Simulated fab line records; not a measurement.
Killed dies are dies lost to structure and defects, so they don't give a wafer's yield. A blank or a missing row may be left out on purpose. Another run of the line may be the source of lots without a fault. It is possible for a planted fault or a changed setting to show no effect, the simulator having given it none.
Which of the tools did it? :: flow n5Finfet :: Sampling: 10 lots, 30 wafers, 5 of 1938 route steps

## WHAT EACH GAUGE READ, for each wafer
N5_FIN_SAQP_THK_MEAS_07. Usual: thkNm 60.2 nm, standard deviation 0.84.
lot: L500
measured: day 2 04:52
on: filmMetro-01
thkNm (nm): 60.1 60.9 59.9
flag: 

lot: L503
measured: day 2 22:45
on: filmMetro-01
thkNm (nm): 60.5 59.6 61.4
flag: 

lot: L504
measured: day 3 03:02
on: filmMetro-01
thkNm (nm): 60.0 60.5 60.1
flag: 

lot: L506
measured: day 3 15:28
on: filmMetro-01
thkNm (nm): 58.7 59.9 59.6
flag: 

lot: L507
measured: day 3 21:29
on: filmMetro-02
thkNm (nm): 59.1 59.8 60.1
flag: 

lot: L508
measured: day 4 03:22
on: filmMetro-01
thkNm (nm): 59.7 59.8 60.4
flag: 

lot: L511
measured: day 4 21:29
on: filmMetro-01
thkNm (nm): 58.2 59.7 58.8
flag: 

lot: L514
measured: day 5 15:34
on: filmMetro-01
thkNm (nm): 59.3 60.3 60.2
flag: 

lot: L517
measured: day 6 08:50
on: filmMetro-01
thkNm (nm): 60.6 61.5 60.8
flag: 

lot: L521
measured: day 7 09:24
on: filmMetro-02
thkNm (nm): 60.0 59.7 60.8
flag: 

N5_FIN_SAQP_OVL_MEAS_17. Usual: FIN_CORE_OVL gives -0.1 nm (standard deviation 0.88).
lot: L500
measured: day 2 05:16
on: overlay-01
FIN_CORE_OVL (nm): -0.1 -0.5 -0.9
flag: 

lot: L503
measured: day 2 23:10
on: overlay-01
FIN_CORE_OVL (nm): -1.4 -1.6 -0.2
flag: 

lot: L504
measured: day 3 03:26
on: overlay-02
FIN_CORE_OVL (nm): -0.7 0.7 0.0
flag: 

lot: L506
measured: day 3 15:59
on: overlay-01
FIN_CORE_OVL (nm): -0.3 -1.0 -1.6
flag: 

lot: L507
measured: day 3 21:52
on: overlay-02
FIN_CORE_OVL (nm): 0.9 1.2 2.2
flag: 

lot: L508
measured: day 4 04:36
on: overlay-02
FIN_CORE_OVL (nm): -0.3 -0.1 -0.8
flag: 

lot: L511
measured: day 4 21:53
on: overlay-02
FIN_CORE_OVL (nm): -0.2 0.0 0.4
flag: 

lot: L514
measured: day 5 16:05
on: overlay-01
FIN_CORE_OVL (nm): 1.6 1.2 0.3
flag: 

lot: L517
measured: day 6 09:22
on: overlay-01
FIN_CORE_OVL (nm): -0.2 0.7 -0.5
flag: 

lot: L521
measured: day 7 09:55
on: overlay-02
FIN_CORE_OVL (nm): 0.6 0.5 0.0
flag: 

N5_BEOL_M4_RC_MEAS_101. Usual: DIBL_N 36.1 mV/V, standard deviation 1.6; DIBL_P 35.7 mV/V, standard deviation 1.8; IOFF_N 0.159 nA/um, standard deviation 0.027; IOFF_P 0.21 nA/um, standard deviation 0.03; ION_N 673 uA/um, standard deviation 10; ION_P 462 uA/um, standard deviation 7.4; SS_N 71.4 mV/dec, standard deviation 0.56; SS_P 73.2 mV/dec, standard deviation 0.61; VT_N 249.7 mV, standard deviation 3; VT_P -250 mV, standard deviation 3.1.
lot: L500
measured: day 8 03:34
on: prober-01
DIBL_N (mV/V): 37.4 34.4 35.2
DIBL_P (mV/V): 38.9 35.6 35.5
IOFF_N (nA/um): 0.206 0.145 0.154
IOFF_P (nA/um): 0.25 0.19 0.19
ION_N (uA/um): 692 676 664
ION_P (uA/um): 463 462 451
SS_N (mV/dec): 72.8 71.5 71.9
SS_P (mV/dec): 74.3 73.1 72.6
VT_N (mV): 244.1 248.1 248.0
VT_P (mV): -251 -254 -255
flag: 

lot: L503
measured: day 8 17:10
on: prober-02
DIBL_N (mV/V): 37.9 36.6 39.2
DIBL_P (mV/V): 37.4 35.8 38.7
IOFF_N (nA/um): 0.156 0.136 0.189
IOFF_P (nA/um): 0.19 0.18 0.24
ION_N (uA/um): 664 662 678
ION_P (uA/um): 448 451 458
SS_N (mV/dec): 71.6 71.7 72.0
SS_P (mV/dec): 73.6 73.1 73.8
VT_N (mV): 252.5 253.1 248.9
VT_P (mV): -253 -254 -251
flag: 

lot: L504
measured: day 8 23:52
on: prober-02
DIBL_N (mV/V): 36.4 37.0 36.4
DIBL_P (mV/V): 34.9 35.9 35.9
IOFF_N (nA/um): 0.162 0.170 0.167
IOFF_P (nA/um): 0.20 0.22 0.23
ION_N (uA/um): 671 678 676
ION_P (uA/um): 463 467 469
SS_N (mV/dec): 71.4 71.6 71.2
SS_P (mV/dec): 72.7 73.7 73.8
VT_N (mV): 250.1 246.8 247.0
VT_P (mV): -250 -248 -247
flag: 

lot: L506
measured: day 9 07:34
on: prober-01
DIBL_N (mV/V): 38.1 35.9 37.8
DIBL_P (mV/V): 35.7 33.7 36.1
IOFF_N (nA/um): 0.166 0.131 0.174
IOFF_P (nA/um): 0.20 0.18 0.21
ION_N (uA/um): 666 671 684
ION_P (uA/um): 453 460 466
SS_N (mV/dec): 71.7 71.0 72.0
SS_P (mV/dec): 73.3 72.3 73.2
VT_N (mV): 248.8 252.3 247.9
VT_P (mV): -252 -249 -250
flag: 

lot: L507
measured: day 9 18:08
on: prober-01
DIBL_N (mV/V): 35.6 36.1 34.8
DIBL_P (mV/V): 34.9 36.6 35.5
IOFF_N (nA/um): 0.137 0.155 0.139
IOFF_P (nA/um): 0.18 0.22 0.20
ION_N (uA/um): 654 670 670
ION_P (uA/um): 451 462 466
SS_N (mV/dec): 71.5 70.7 70.8
SS_P (mV/dec): 72.7 72.8 73.3
VT_N (mV): 255.4 249.0 249.9
VT_P (mV): -251 -249 -250
flag: 

lot: L508
measured: day 10 04:53
on: prober-02
DIBL_N (mV/V): 35.7 33.3 36.9
DIBL_P (mV/V): 35.6 33.7 36.3
IOFF_N (nA/um): 0.161 0.131 0.187
IOFF_P (nA/um): 0.20 0.17 0.21
ION_N (uA/um): 671 672 679
ION_P (uA/um): 455 459 455
SS_N (mV/dec): 71.8 70.0 71.9
SS_P (mV/dec): 72.6 72.1 73.8
VT_N (mV): 251.7 255.0 249.4
VT_P (mV): -250 -253 -249
flag: 

lot: L511
measured: day 10 21:25
on: prober-01
DIBL_N (mV/V): 38.7 37.7 36.6
DIBL_P (mV/V): 37.3 36.7 34.5
IOFF_N (nA/um): 0.185 0.170 0.151
IOFF_P (nA/um): 0.24 0.22 0.19
ION_N (uA/um): 683 676 654
ION_P (uA/um): 466 463 450
SS_N (mV/dec): 71.8 71.8 71.3
SS_P (mV/dec): 73.4 74.3 73.6
VT_N (mV): 248.5 249.2 253.6
VT_P (mV): -250 -248 -251
flag: 

lot: L514
measured: day 11 15:17
on: prober-01
DIBL_N (mV/V): 39.8 38.1 38.0
DIBL_P (mV/V): 39.4 36.4 36.1
IOFF_N (nA/um): 0.213 0.185 0.174
IOFF_P (nA/um): 0.26 0.20 0.19
ION_N (uA/um): 686 687 683
ION_P (uA/um): 463 461 456
SS_N (mV/dec): 72.4 71.5 71.9
SS_P (mV/dec): 75.0 73.2 73.5
VT_N (mV): 248.3 247.3 248.9
VT_P (mV): -249 -253 -253
flag: 

lot: L517
measured: day 12 17:29
on: prober-01
DIBL_N (mV/V): 35.4 38.7 39.3
DIBL_P (mV/V): 35.2 38.5 38.7
IOFF_N (nA/um): 0.131 0.195 0.200
IOFF_P (nA/um): 0.18 0.23 0.23
ION_N (uA/um): 675 679 686
ION_P (uA/um): 462 463 466
SS_N (mV/dec): 70.7 71.5 71.9
SS_P (mV/dec): 72.7 74.0 74.1
VT_N (mV): 249.4 246.7 248.2
VT_P (mV): -251 -249 -246
flag: 

lot: L521
measured: day 15 05:43
on: prober-01
DIBL_N (mV/V): 35.2 34.7 36.7
DIBL_P (mV/V): 34.8 33.7 36.9
IOFF_N (nA/um): 0.156 0.139 0.201
IOFF_P (nA/um): 0.22 0.20 0.26
ION_N (uA/um): 662 670 694
ION_P (uA/um): 460 468 482
SS_N (mV/dec): 71.1 70.9 71.0
SS_P (mV/dec): 73.1 72.1 73.1
VT_N (mV): 247.2 251.6 243.3
VT_P (mV): -244 -245 -242
flag: 

## TOOL THAT RAN EACH LOT (tool first, then ch and the chambers of the sampled wafers, then the start)
lot: L500
N5_FIN_SAQP_COAT_10: lithoTrack-05 ch 0, day 2 04:59
N5_FIN_SAQP_DESCUM_21: rieDiel-06 ch 2,3, day 2 05:37

lot: L503
N5_FIN_SAQP_COAT_10: lithoTrack-05 ch 0, day 2 22:52
N5_FIN_SAQP_DESCUM_21: rieDiel-03 ch 0,1,3, day 2 23:14

lot: L504
N5_FIN_SAQP_COAT_10: lithoTrack-05 ch 0, day 3 03:10
N5_FIN_SAQP_DESCUM_21: rieDiel-06 ch 1,3, day 3 03:55

lot: L506
N5_FIN_SAQP_COAT_10: lithoTrack-05 ch 0, day 3 15:35
N5_FIN_SAQP_DESCUM_21: rieDiel-06 ch 0,1, day 3 16:05

lot: L507
N5_FIN_SAQP_COAT_10: lithoTrack-01 ch 0, day 3 21:35
N5_FIN_SAQP_DESCUM_21: rieDiel-03 ch 0,2, day 3 21:56

lot: L508
N5_FIN_SAQP_COAT_10: lithoTrack-05 ch 0, day 4 03:29
N5_FIN_SAQP_DESCUM_21: rieDiel-01 ch 1,2, day 4 04:40

lot: L511
N5_FIN_SAQP_COAT_10: lithoTrack-05 ch 0, day 4 21:37
N5_FIN_SAQP_DESCUM_21: rieDiel-01 ch 0,1,2, day 4 21:57

lot: L514
N5_FIN_SAQP_COAT_10: lithoTrack-05 ch 0, day 5 15:41
N5_FIN_SAQP_DESCUM_21: rieDiel-01 ch 0,1,2, day 5 16:08

lot: L517
N5_FIN_SAQP_COAT_10: lithoTrack-03 ch 0, day 6 08:57
N5_FIN_SAQP_DESCUM_21: rieDiel-06 ch 1,3, day 6 09:25

lot: L521
N5_FIN_SAQP_COAT_10: lithoTrack-01 ch 0, day 7 09:31
N5_FIN_SAQP_DESCUM_21: rieDiel-06 ch 1,3, day 7 09:59
- N5_FIN_SAQP_COAT_10: resist thk 90 nm.
- N5_FIN_SAQP_DESCUM_21: chemistry O2, time 7.9 s.

## AS READ BY THE TOOLS THEMSELVES (means over the sampled wafers that have a number; for cases with no such wafer, the mark the record gives instead)
N5_FIN_SAQP_COAT_10. Usual: resistLineTempC 23.00 C, standard deviation 0.099; spinSpeedRpm 1500.0 rpm, standard deviation 1.
lot: L500
tool: lithoTrack-05
resistLineTempC (C): 22.98
spinSpeedRpm (rpm): 1500.1
flag: 

lot: L503
tool: lithoTrack-05
resistLineTempC (C): 23.08
spinSpeedRpm (rpm): 1499.1
flag: 

lot: L504
tool: lithoTrack-05
resistLineTempC (C): 22.98
spinSpeedRpm (rpm): 1499.9
flag: 

lot: L506
tool: lithoTrack-05
resistLineTempC (C): 22.95
spinSpeedRpm (rpm): 1500.7
flag: 

lot: L507
tool: lithoTrack-01
resistLineTempC (C): 23.03
spinSpeedRpm (rpm): 1500.5
flag: 

lot: L508
tool: lithoTrack-05
resistLineTempC (C): 22.85
spinSpeedRpm (rpm): 1500.1
flag: 

lot: L511
tool: lithoTrack-05
resistLineTempC (C): 22.92
spinSpeedRpm (rpm): 1714.7
flag: OFF

lot: L514
tool: lithoTrack-05
resistLineTempC (C): 22.85
spinSpeedRpm (rpm): 1715.2
flag: OFF

lot: L517
tool: lithoTrack-03
resistLineTempC (C): 23.01
spinSpeedRpm (rpm): 1500.0
flag: 

lot: L521
tool: lithoTrack-01
resistLineTempC (C): 23.09
spinSpeedRpm (rpm): 1499.9
flag: 

N5_FIN_SAQP_DESCUM_21. Usual: drypumpMotorCurrentA 5.57 A, standard deviation 0.29; oesProductAu 0.79 a.u., standard deviation 0.079; rfVppV 243.8 V, standard deviation 1.2; showerheadPlenumPTorr 2.14 Torr, standard deviation 0.06; throttleValvePct 20.5 %, standard deviation 0.34.
lot: L500
tool: rieDiel-06
drypumpMotorCurrentA (A): 5.26
oesProductAu (a.u.): 0.79
rfVppV (V): 245.2
showerheadPlenumPTorr (Torr): 2.17
throttleValvePct (%): 20.7
flag: 

lot: L503
tool: rieDiel-03
drypumpMotorCurrentA (A): 5.41
oesProductAu (a.u.): 0.78
rfVppV (V): 243.3
showerheadPlenumPTorr (Torr): 2.15
throttleValvePct (%): 20.6
flag: 

lot: L504
tool: rieDiel-06
drypumpMotorCurrentA (A): 5.29
oesProductAu (a.u.): 0.74
rfVppV (V): 243.6
showerheadPlenumPTorr (Torr): 2.18
throttleValvePct (%): 20.8
flag: 

lot: L506
tool: rieDiel-06
drypumpMotorCurrentA (A): 5.82
oesProductAu (a.u.): 0.84
rfVppV (V): 243.7
showerheadPlenumPTorr (Torr): 2.06
throttleValvePct (%): 20.2
flag: 

lot: L507
tool: rieDiel-03
drypumpMotorCurrentA (A): 5.60
oesProductAu (a.u.): 0.73
rfVppV (V): 244.3
showerheadPlenumPTorr (Torr): 2.15
throttleValvePct (%): 20.8
flag: 

lot: L508
tool: rieDiel-01
drypumpMotorCurrentA (A): 5.60
oesProductAu (a.u.): 0.73
rfVppV (V): 244.9
showerheadPlenumPTorr (Torr): 2.19
throttleValvePct (%): 20.8
flag: 

lot: L511
tool: rieDiel-01
drypumpMotorCurrentA (A): 5.62
oesProductAu (a.u.): 0.80
rfVppV (V): 244.7
showerheadPlenumPTorr (Torr): 2.20
throttleValvePct (%): 20.5
flag: 

lot: L514
tool: rieDiel-01
drypumpMotorCurrentA (A): 5.63
oesProductAu (a.u.): 0.79
rfVppV (V): 244.2
showerheadPlenumPTorr (Torr): 2.20
throttleValvePct (%): 20.5
flag: 

lot: L517
tool: rieDiel-06
drypumpMotorCurrentA (A): 5.30
oesProductAu (a.u.): 0.73
rfVppV (V): 243.4
showerheadPlenumPTorr (Torr): 2.17
throttleValvePct (%): 20.8
flag: 

lot: L521
tool: rieDiel-06
drypumpMotorCurrentA (A): 5.48
oesProductAu (a.u.): 0.71
rfVppV (V): 244.5
showerheadPlenumPTorr (Torr): 2.16
throttleValvePct (%): 20.8
flag: 

## THE ANSWER, worked out from the rows above alone
Rule: a lot is off if the mean of its wafers that have a number lies more than 3 standard deviations from the usual mean. Also off: a lot with no number at a reading for which 4 or more lots have one. The other lots that the step has rows for count as sound. The gauges are gone through in route order, then the tools' own readings, and for those a lot's mean is taken as printed above. At the first step where some lot is off, the reading lying furthest off is the one used; lots without a number count as furthest.
Off, at N5_FIN_SAQP_COAT_10 on spinSpeedRpm: L511, L514.
A tool fits if, at that step or a process step before it, it ran every lot that is off, and no sound lot after the first of them. One fits: N5_FIN_SAQP_COAT_10 on lithoTrack-05. Its last sound lot is L508 (day 4 03:29), its first lot that is off L511 (day 4 21:37): a fault that began between those two fits.
On the lots that are off, the tool's own readings at N5_FIN_SAQP_COAT_10 differ by more than 5 times the standard deviation of the sound lots' means, which bears it out; spinSpeedRpm reads 1715.0 rpm there versus 1500.0 rpm on the sound lots.

## WHAT THE SIMULATOR HAD PUT IN
Process parameters drifting: lithoTrack-05 at N5_FIN_SAQP_COAT_10, beginning at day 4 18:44. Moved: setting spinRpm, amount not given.
Shown lots that were struck: L511, L514. The same result came from the rule above.
